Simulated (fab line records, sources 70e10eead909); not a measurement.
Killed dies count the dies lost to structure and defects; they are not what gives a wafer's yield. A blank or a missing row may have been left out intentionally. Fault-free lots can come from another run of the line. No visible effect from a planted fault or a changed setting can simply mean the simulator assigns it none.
fab line records	flow nandHarc
record: lots: 6	wafers: 18	lastDay: 33
route steps=1302 shown P_M0@282 P_M1@285 END@1302
lots that met no fault: taken from a fault-free run of the same line
startH: hours from the record's first day to the start of the lot's first wafer shown	waitH: how many hours have passed since the lot's step before this one	" identical to the entry in the row above	L1.1+2: a row that stands for several wafers	- value missing, or start not given	* or withheld: withheld	< > ~ a bound
route shown NAME@n: NAME is a module with steps in the file, n the number in the route of the first one	usual: mean/standard deviation of fault-free wafers	same: alike in all rows	chamber/n: place in a boat	sites: readings site by site	_std_site: the values' standard deviation	_edge_site: inner sites' mean taken away from outer sites' mean	radiusMm: how far each site lies from the wafer's centre	mask NAME#n: copy n	behind: tool/chamber where the wafer was last shaped	hold: why the lot went on hold/how many hours it stayed there/how the hold came to an end	device: whichever transistor did not switch (one of n, p or np)	end of line: the tests these same wafers got at the end of their route	a step given without rows: its recipe and nothing more	killed: the dies lost at the first sort to structure and to defects; this is not the yield of the wafer	map: a wafer's dies, x killed, . not, _ none there
set.NAME: the setting the step ran with; set.NAME@STEP: the setting that earlier step ran with	model.NAME: the simulator's own value behind a step, which no gauge read
a table for each step, a row for each wafer; lots at some steps of the route
services: a tool's chamber out of use, with start hour (startH, from the record's first day; less than 0 if before it), hours out, and reason
== steps ==
step: NHARC_P_M0_INSPECT_27
usual: rawDefectCount: 286/110
lot.wafer	tool	chamber	startH	waitH	rawDefectCount
L898.2	defectInspect-02	-	162.76	0.0	207
L898.4	"	-	"	"	157
L898.6	"	-	"	"	201
L899.1	defectInspect-01	-	172.85	0.0	364
L899.3	"	-	"	"	233
L899.4	"	-	"	"	210
L904.1	defectInspect-02	-	234.96	0.0	335
L904.4	"	-	"	"	500
L904.6	"	-	"	"	391
L906.1	defectInspect-01	-	245.32	0.0	381
L906.2	"	-	"	"	511
L906.4	"	-	"	"	471
L911.1	defectInspect-02	-	296.63	0.0	213
L911.2	"	-	"	"	323
L911.5	"	-	"	"	413
L917.1	defectInspect-01	-	354.94	0.0	250
L917.4	"	-	"	"	348
L917.5	"	-	"	"	333
step: NHARC_P_M0_PRE_CLEAN_31
recipe: timeS: 12	tempC: 370	rfPowerW: 300	gas: NH3
usual: heaterPowerW: 675/79
lot.wafer	tool	chamber	startH	waitH	heaterPowerW
L898.2	pecvd-03	1	162.83	0.1	576
L898.4	"	0	"	"	651
L898.6	"	2	"	"	767
L899.1	pecvd-01	0	172.91	0.1	775
L899.3	"	2	"	"	762
L899.4	"	0	"	"	776
L904.1	pecvd-01	0	235.03	0.1	859
L904.4	"	2	"	"	692
L904.6	"	2	"	"	686
L906.1	pecvd-01	2	245.39	0.1	680
L906.2	"	2	"	"	685
L906.4	"	2	"	"	691
L911.1	pecvd-01	0	296.71	0.1	877
L911.2	"	1	"	"	651
L911.5	"	2	"	"	725
L917.1	pecvd-03	2	355.02	0.1	684
L917.5	"	2	"	"	680
L917.4	"	0	"	"	676
step: NHARC_P_M0_DEP_32
recipe: targetThkA: 300	tempC: 370	targetThkNm: 30	pressureTorr: 3	flowSccm: 200	rfW: 450	material: SiCN
usual: heaterPowerW: 628/90
lot.wafer	tool	chamber	startH	waitH	heaterPowerW
L898.2	pecvd-03	1	162.94	0.1	553
L898.4	"	0	"	"	571
L898.6	"	2	"	"	671
L899.1	pecvd-01	0	172.99	0.1	815
L899.3	"	2	"	"	712
L899.4	"	0	"	"	814
L904.1	pecvd-01	0	235.15	0.1	755
L904.4	"	2	"	"	728
L904.6	"	2	"	"	714
L906.1	pecvd-01	2	245.63	0.2	653
L906.2	"	2	"	"	658
L906.4	"	2	"	"	647
L911.1	pecvd-01	0	296.82	0.1	825
L911.2	"	1	"	"	504
L911.5	"	2	"	"	683
L917.1	pecvd-03	2	355.13	0.1	693
L917.5	"	2	"	"	548
L917.4	"	0	"	"	638
step: NHARC_P_M1_DEP_00
recipe: targetThkA: 1825	targetThkNm: 182.5	tempC: withheld	pressureTorr: 5	flowSccm: 200	rfW: 600	material: SiOC
step: NHARC_P_M1_DEHYDRATE_01
recipe: tempC: 150	timeS: 120
step: NHARC_P_M1_HMDS_02
recipe: timeS: 30
step: NHARC_P_M1_COAT_34
recipe: tempC: 200	timeS: 65
step: NHARC_P_M1_COAT_03
recipe: spinRpm: 1500	resistThkNm: 90
step: NHARC_P_M1_SOFTBAKE_04
recipe: tempC: 105	timeS: 55
step: NHARC_P_M1_EBR_05
step: NHARC_P_M1_EXPOSE_06
recipe: na: 1.35	targetCdNm: 130	doseMj: 81.88	maskId: P_M1
step: NHARC_P_M1_PEB_07
recipe: pebTempC: 100	pebTimeS: 65
usual: chillPlateTempC: 23.00/0.11	heaterPowerTotalW: 156.7/0.42
lot.wafer	tool	chamber	startH	waitH	chillPlateTempC	heaterPowerTotalW
L898.2	lithoTrack-06	0	164.08	0.1	22.90	156.1
L898.4	"	0	"	"	23.03	157.1
L898.6	"	0	"	"	23.03	157.0
L899.1	lithoTrack-04	0	174.16	0.1	22.77	157.1
L899.3	"	0	"	"	22.98	156.5
L899.4	"	0	"	"	22.91	156.1
L904.1	lithoTrack-06	0	236.47	0.1	22.90	163.9
L904.4	"	0	"	"	22.88	163.7
L904.6	"	0	"	"	23.13	163.4
L906.1	lithoTrack-06	0	247.20	0.1	22.89	163.4
L906.2	"	0	"	"	23.01	163.3
L906.4	"	0	"	"	22.87	162.7
L911.1	lithoTrack-04	0	297.83	0.1	22.98	156.1
L911.2	"	0	"	"	23.08	156.2
L911.5	"	0	"	"	23.06	157.1
L917.1	lithoTrack-04	0	356.13	0.1	22.78	156.3
L917.4	"	0	"	"	22.99	156.3
L917.5	"	0	"	"	22.91	157.0
step: NHARC_P_M1_DEVELOP_08
recipe: developTimeS: 35	devTempC: 23
step: NHARC_P_M1_CD_MEAS_09
recipe: targetCdNm: 130	landingEnergyEv: 500
usual: cdNm: 130.0/0.69
same: landingEnergyEv: 500
lot.wafer	tool	chamber	startH	waitH	cdNm
L898.2	cdSem-03	0	164.16	-	130.7
L898.4	"	0	"	"	129.5
L898.6	"	0	"	"	129.8
L899.1	cdSem-01	0	174.24	-	130.0
L899.3	"	0	"	"	130.5
L899.4	"	0	"	"	129.6
L904.1	cdSem-03	0	236.55	-	126.1
L904.4	"	0	"	"	126.3
L904.6	"	0	"	"	125.8
L906.1	cdSem-01	0	247.28	-	126.3
L906.2	"	0	"	"	126.3
L906.4	"	0	"	"	127.6
L911.1	cdSem-03	0	297.91	-	131.0
L911.2	"	0	"	"	129.6
L911.5	"	0	"	"	130.6
L917.1	cdSem-02	0	356.21	-	128.8
L917.4	"	0	"	"	129.8
L917.5	"	0	"	"	130.2
step: NHARC_P_M1_OVL_MEAS_10
recipe: pitchNm: 260
usual: overlayXNm: -0.1/0.69	overlayYNm: -0.3/0.76
lot.wafer	tool	chamber	startH	waitH	overlayXNm	overlayYNm
L898.2	overlay-02	-	164.24	-	-1.2	-0.6
L898.4	"	-	"	"	-0.6	-0.4
L898.6	"	-	"	"	-0.6	0.1
L899.1	overlay-02	-	174.32	-	0.2	-2.4
L899.3	"	-	"	"	0.0	-2.8
L899.4	"	-	"	"	-0.5	-2.4
L904.1	overlay-02	-	236.63	-	0.4	-1.4
L904.4	"	-	"	"	0.2	-0.9
L904.6	"	-	"	"	0.2	-0.9
L906.1	overlay-02	-	247.37	-	0.2	0.2
L906.2	"	-	"	"	0.1	0.0
L906.4	"	-	"	"	0.4	0.5
L911.1	overlay-02	-	298.01	-	-0.5	-1.0
L911.2	"	-	"	"	-0.2	-0.8
L911.5	"	-	"	"	-0.3	-0.8
L917.1	overlay-01	-	356.29	-	-1.4	0.2
L917.4	"	-	"	"	-1.7	0.0
L917.5	"	-	"	"	-1.3	0.1
step: NHARC_P_M1_INSPECT_11
usual: rawDefectCount: 5/3
lot.wafer	tool	chamber	startH	waitH	rawDefectCount
L898.2	defectInspect-02	-	164.28	0.0	5
L898.4	"	-	"	"	4
L898.6	"	-	"	"	2
L899.1	defectInspect-02	-	174.36	0.0	2
L899.3	"	-	"	"	3
L899.4	"	-	"	"	3
L904.1	defectInspect-02	-	236.67	0.0	8
L904.4	"	-	"	"	3
L904.6	"	-	"	"	8
L906.1	defectInspect-01	-	247.40	0.0	5
L906.2	"	-	"	"	4
L906.4	"	-	"	"	6
L911.1	defectInspect-02	-	298.04	0.0	16
L911.2	"	-	"	"	18
L911.5	"	-	"	"	9
L917.1	defectInspect-02	-	356.33	0.0	6
L917.4	"	-	"	"	4
L917.5	"	-	"	"	4
step: NHARC_P_M1_DESCUM_14
recipe: timeS: 3	o2FlowSccm: 200	arFlowSccm: 0	biasPowerW: 0	chemistry: O2
usual: drypumpMotorCurrentA: 5.4/0.46	oesProductAu: 1.002/0.0093	rfVppV: 57.8/0.93	showerheadPlenumPTorr: 1.90/0.091	throttleValvePct: 11.311/0.0093
same: biasPowerW: 0
lot.wafer	tool	chamber	startH	waitH	drypumpMotorCurrentA	oesProductAu	rfHoursCounterH	rfVppV	showerheadPlenumPTorr	throttleValvePct	model.P_M1.cdNm
L898.4	rieDiel-10	3	164.34	0.1	5.1	0.977	7	57.2	1.79	11.309	130.1
L898.2	"	1	"	"	5.1	1.006	5	58.0	1.82	11.332	130.6
L898.6	"	3	"	"	5.1	0.983	-	56.7	1.79	11.309	130.2
L899.4	rieDiel-01	2	174.42	0.1	5.7	1.005	42	57.7	1.79	11.287	129.4
L899.3	"	0	"	"	5.4	0.997	46	57.7	1.95	11.317	130.3
L899.1	"	1	"	"	6.4	1.006	43	57.0	1.83	11.324	130.6
L904.4	rieDiel-04	2	236.74	0.1	5.1	1.007	4	56.4	1.84	11.319	126.4
L904.1	"	3	"	"	5.2	1.002	4	59.1	2.02	11.329	126.5
L904.6	"	1	"	"	6.4	1.001	-	57.9	2.02	11.298	125.9
L906.4	rieDiel-04	3	247.47	0.1	5.2	1.015	6	57.4	2.02	11.294	128
L906.1	"	0	"	"	5.8	1.014	6	59.5	1.96	11.315	126.4
L906.2	"	1	"	"	6.4	1.006	6	57.6	2.02	11.310	126.5
L911.2	rieDiel-01	0	298.11	0.1	5.4	0.980	27	58.2	1.94	11.306	129.2
L911.1	"	1	"	"	6.4	0.995	31	58.3	1.81	11.312	130.6
L911.5	"	3	"	"	5.8	1.001	-	57.6	2.07	11.309	130.2
L917.4	rieDiel-10	3	356.39	0.1	5.1	0.996	7	56.6	1.79	11.297	129.7
L917.1	"	2	"	"	5.2	0.992	8	58.9	1.99	11.299	128.7
L917.5	"	0	"	"	5.0	0.993	-	57.4	1.89	11.313	130.2
step: NHARC_P_M1_ETCH_35
recipe: targetDepthA: 400	overetchA: 120	timeS: 43.94	ionEnergyEv: 200	n2FlowSccm: 150	h2FlowSccm: 150	arFlowSccm: 0	rfW: 400	biasW: 150	chemistry: N2/H2
usual: drypumpMotorCurrentA: 5.4/0.46	oesProductAu: 1.001/0.0094	rfVppV: 430.3/2.9	showerheadPlenumPTorr: 2.03/0.1	throttleValvePct: 14.172/0.0097
lot.wafer	tool	chamber	startH	waitH	drypumpMotorCurrentA	oesProductAu	rfHoursCounterH	rfVppV	showerheadPlenumPTorr	throttleValvePct
L898.4	rieDiel-10	3	164.43	0.1	5.0	0.995	7	427.5	1.90	14.173
L898.2	"	1	"	"	5.1	1.010	5	426.8	1.94	14.167
L898.6	"	2	"	"	5.2	1.008	-	433.5	2.13	14.178
L899.3	rieDiel-01	3	174.51	0.1	5.8	1.018	43	427.2	1.89	14.144
L899.1	"	1	"	"	6.4	1.005	43	427.8	1.94	14.172
L899.4	"	2	"	"	5.7	0.989	42	427.1	1.91	14.181
L904.1	rieDiel-04	1	236.83	0.1	6.4	1.003	4	434.2	2.15	14.175
L904.4	"	2	"	"	5.2	1.016	4	429.2	1.96	14.167
L904.6	"	2	"	"	5.2	1.011	-	428.0	1.96	14.181
L906.1	rieDiel-04	2	247.56	0.1	5.2	1.002	5	429.0	1.96	14.174
L906.2	"	3	"	"	5.2	1.006	6	432.7	2.16	14.183
L906.4	"	0	"	"	5.8	1.003	6	431.4	2.09	14.187
L911.2	rieDiel-01	3	298.21	0.1	5.8	0.993	25	436.4	2.21	14.174
L911.1	"	0	"	"	5.4	0.972	27	430.9	2.07	14.172
L911.5	"	1	"	"	6.4	0.998	-	426.7	1.93	14.178
L917.1	rieDiel-10	3	356.48	0.1	5.0	1.009	7	426.5	1.90	14.164
L917.4	"	0	"	"	5.0	1.001	6	428.5	2.02	14.156
L917.5	"	3	"	"	5.1	1.012	-	426.5	1.90	14.179
step: NHARC_P_M1_ETCH_15
recipe: targetDepthA: 1825	timeS: 91.2	c4f8FlowSccm: withheld	arFlowSccm: 400	rfW: 600	biasW: 300	chemistry: C4F8/Ar
usual: oesProductAu: 0.951/0.021	rfVppV: 440.5/2.9
lot.wafer	tool	chamber	startH	waitH	oesProductAu	rfHoursCounterH	rfVppV
L898.2	rieDiel-10	2	-	-	0.975	6	443.7
L898.4	"	1	"	"	0.973	5	437.0
L898.6	"	3	"	"	0.941	-	436.3
L899.3	rieDiel-01	1	-	-	0.925	43	438.0
L899.4	"	3	"	"	0.936	43	436.2
L899.1	"	0	"	"	0.915	46	442.0
L904.4	rieDiel-04	1	-	-	0.945	4	443.2
L904.1	"	2	"	"	0.928	4	440.1
L904.6	"	0	"	"	0.941	-	442.3
L906.1	rieDiel-04	1	-	-	0.971	6	443.5
L906.4	"	2	"	"	0.967	5	438.3
L906.2	"	0	"	"	0.976	6	441.3
L911.2	rieDiel-01	1	-	-	0.971	31	438.6
L911.1	"	3	"	"	0.949	25	445.0
L911.5	"	0	"	"	0.940	-	441.4
L917.1	rieDiel-10	0	-	-	0.956	6	440.3
L917.4	"	3	"	"	0.971	7	436.7
L917.5	"	1	"	"	0.970	-	437.3
step: NHARC_P_M1_CD_MEAS_16
usual: cdNm: 130.0/0.78
lot.wafer	tool	chamber	startH	waitH	cdNm
L898.2	cdSem-03	-	164.65	-	130.4
L898.4	"	-	"	"	129.8
L898.6	"	-	"	"	130.7
L899.1	cdSem-01	-	174.73	-	130.6
L899.3	"	-	"	"	130.5
L899.4	"	-	"	"	129.1
L904.1	cdSem-02	-	237.05	-	125.8
L904.4	"	-	"	"	126.4
L904.6	"	-	"	"	126.3
L906.1	cdSem-01	-	247.77	-	126.4
L906.2	"	-	"	"	126.4
L906.4	"	-	"	"	128.0
L911.1	cdSem-01	-	298.46	-	131.0
L911.2	"	-	"	"	128.7
L911.5	"	-	"	"	130.5
L917.1	cdSem-01	-	356.70	-	128.7
L917.4	"	-	"	"	130.2
L917.5	"	-	"	"	130.2
step: NHARC_P_M1_STRIP_18
recipe: powerW: 1000	n2FlowSccm: 150	h2FlowSccm: 150	arFlowSccm: 0	biasW: 0	chemistry: N2/H2
usual: drypumpMotorCurrentA: 5.5/0.48	oesProductAu: 1.001/0.01	rfVppV: 90.7/0.96	showerheadPlenumPTorr: 2.05/0.097	throttleValvePct: 14.172/0.0093
lot.wafer	tool	chamber	startH	waitH	drypumpMotorCurrentA	oesProductAu	rfHoursCounterH	rfVppV	showerheadPlenumPTorr	throttleValvePct
L898.2	rieDiel-04	3	164.72	0.1	5.2	0.987	15	91.3	2.16	14.178
L898.4	"	0	"	"	5.8	0.971	15	90.9	2.09	14.184
L898.6	"	0	"	"	5.8	0.974	-	89.6	2.09	14.173
L899.3	rieDiel-04	3	174.80	0.1	5.2	0.995	17	91.5	2.16	14.182
L899.1	"	0	"	"	5.8	0.987	17	90.0	2.09	14.175
L899.4	"	1	"	"	6.5	1.009	15	92.3	2.15	14.166
L904.4	rieDiel-04	2	237.15	0.1	5.2	0.999	4	92.0	1.96	14.179
L904.1	"	0	"	"	5.8	1.011	4	90.9	2.09	14.172
L904.6	"	1	"	"	6.5	1.013	-	91.4	2.15	14.181
L906.4	rieDiel-01	3	247.85	0.1	5.8	0.990	9	91.5	2.22	14.164
L906.2	"	0	"	"	5.4	0.981	11	90.7	2.07	14.181
L906.1	"	2	"	"	5.7	1.003	9	90.4	1.90	14.171
L911.2	rieDiel-01	1	298.53	0.1	6.4	1.006	31	90.8	1.93	14.174
L911.1	"	3	"	"	5.8	0.993	25	93.2	2.21	14.167
L911.5	"	0	"	"	5.4	0.977	-	90.6	2.07	14.183
L917.1	rieDiel-10	1	356.77	0.1	5.1	1.006	8	89.5	1.94	14.161
L917.4	"	0	"	"	5.0	0.995	6	90.4	2.02	14.177
L917.5	"	1	"	"	5.1	0.996	-	90.2	1.94	14.177
step: NHARC_P_M1_ETCH_28
recipe: targetDepthA: 300	overEtchFrac: 0.3	timeS: 72.99	ionEnergyEv: 150	cf4FlowSccm: 50	n2FlowSccm: 100	arFlowSccm: 150	rfW: 300	biasW: 100	chemistry: CF4/N2
usual: drypumpMotorCurrentA: 5.5/0.49	oesProductAu: 1.001/0.0099	rfVppV: 314.4/2	showerheadPlenumPTorr: 2.64/0.11	throttleValvePct: 19.794/0.0075
same: overEtchFrac: 0.3
lot.wafer	tool	chamber	startH	waitH	drypumpMotorCurrentA	oesProductAu	rfHoursCounterH	rfVppV	showerheadPlenumPTorr	throttleValvePct	model.P_M1.cdNm
L898.2	rieDiel-04	0	-	-	5.8	0.985	15	313.4	2.69	19.784	130.7
L898.4	"	3	"	"	5.2	0.985	16	315.9	2.77	19.790	129.2
L898.6	"	0	"	"	5.8	0.986	-	314.3	2.69	19.800	129.8
L899.4	rieDiel-04	2	-	-	5.2	0.986	15	312.4	2.53	19.798	129.9
L899.3	"	3	"	"	5.2	0.989	17	316.7	2.77	19.779	130.7
L899.1	"	0	"	"	5.8	0.988	17	317.7	2.69	19.784	129.7
L904.4	rieDiel-04	3	-	-	5.3	1.021	5	317.5	2.76	19.802	127.4
L904.1	"	2	"	"	5.2	1.010	4	312.8	2.53	19.804	125.7
L904.6	"	0	"	"	5.8	1.023	-	315.8	2.68	19.791	125.2
L906.1	rieDiel-01	0	-	-	5.4	0.976	11	315.9	2.67	19.799	126.9
L906.4	"	2	"	"	5.7	1.005	9	312.6	2.46	19.801	128.9
L906.2	"	3	"	"	5.8	0.995	9	317.6	2.83	19.789	126.6
L911.1	rieDiel-01	1	-	-	6.4	1.008	31	312.0	2.50	19.794	131.2
L911.2	"	3	"	"	5.8	0.993	25	318.3	2.83	19.805	128.7
L911.5	"	3	"	"	5.8	0.998	-	317.0	2.83	19.789	130.3
L917.1	rieDiel-10	2	-	-	5.3	0.993	8	314.5	2.73	19.794	129
L917.4	"	3	"	"	5.1	1.000	7	311.1	2.46	19.782	130.1
L917.5	"	1	"	"	5.1	1.000	-	311.5	2.50	19.787	131
step: NHARC_P_M1_STRIP_19
recipe: timeS: 600	tempC: 30	chemistry: postEtchResidueRemover
step: NHARC_END_SORT_01
recipe: tempC: 25
usual: defectLimitedYield: 91.1/2.9	killedAtArray: 55/20	killedAtOther: 1.1/1.2	killedAtPeriphery: 3.8/2.8	killedDies: 60/19	killedOpen: 3.4/1.9	killedShort: 2.2/1.5
same: grossDies: 677
lot.wafer	tool	chamber	startH	waitH	defectLimitedYield[%]	killedAtArray	killedAtOther	killedAtPeriphery	killedDies	killedOpen	killedShort
L906.4	prober-01	0	694.61	3.4	93.6	36	0	7	43	4	5
killed by level:class
L906.4 A_CONTACT:chamberFilmFlake=10 A_STAIRCASE:chamberFilmFlake=7 A_CHANNEL_HOLE_D1:chamberFilmFlake=6 P_M0:chamberFilmFlake=3 A_SLIT:chamberFilmFlake=3 A_DECK1_JOINT:geometricParticle:short=2 P_GATE:geometricParticle:open=1 P_M1:geometricParticle:open=1
== services ==
tool	chamber	startH	hours	kind
pecvd-01	-	153.76	1.5	repair
rieDiel-01	3	157.35	2.9	repair
pecvd-01	-	162.05	0.3	repair
rieDiel-04	-	177.90	9.0	pm
lithoTrack-06	-	179.00	7.0	pm
rieDiel-10	3	183.97	5.1	repair
pecvd-03	-	185.00	13.0	pm
rieDiel-10	-	192.03	2.6	repair
lithoTrack-04	-	203.00	7.0	pm
rieDiel-01	-	204.57	9.0	pm
pecvd-01	1	227.25	32.9	repair
rieDiel-10	-	242.50	9.0	pm
pecvd-01	0	242.97	6.8	repair
rieDiel-10	0	257.49	6.3	repair
rieDiel-04	3	262.61	12.8	repair
pecvd-03	-	279.55	16.2	repair
pecvd-01	0	285.23	3.5	repair
rieDiel-01	2	288.57	21.9	repair
rieDiel-04	-	290.35	15.8	repair
rieDiel-01	0	306.25	14.8	repair
pecvd-01	-	311.00	13.0	pm
rieDiel-04	1	325.86	15.0	repair
rieDiel-04	-	350.92	0.2	repair
rieDiel-04	-	354.90	9.0	pm
== key ==
firstSign: step: NHARC_P_M1_PEB_07	reading: heaterPowerTotalW	direction: up	sigmas: 16	usual: *	struck: *
effect: step: NHARC_P_M1_CD_MEAS_09	reading: cdNm	direction: down	sigmas: 5.2	usual: 130.0	struck: 126.4	through: controlLoop
effect: step: NHARC_P_M1_CD_MEAS_16	reading: cdNm	direction: down	sigmas: 4.4	usual: 130.0	struck: 126.5	through: controlLoop
modelEffect: step: NHARC_P_M1_DESCUM_14	value: P_M1.cdNm	without: 129.3	struck: 126.6
modelEffect: step: NHARC_P_M1_ETCH_28	value: P_M1.cdNm	without: 129.5	struck: 126.8
metAt NHARC_P_M1_PEB_07
struckWafers L904.1,L904.4,L904.6,L906.1,L906.2,L906.4
loopTrim: step: NHARC_P_M1_EXPOSE_06	setting: dose	lots: L906
onsetBetween 164.08 236.47
fault: kind: processParameterDrift	tool: lithoTrack-06	chamber: -	onsetH: 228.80	steps: NHARC_P_M1_PEB_07	channel: pebTimeS	offset: *	shape: step	endH: 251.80	actsIn: *	stated: *
loopTrim: a control loop set the setting to another value than it would have without faults
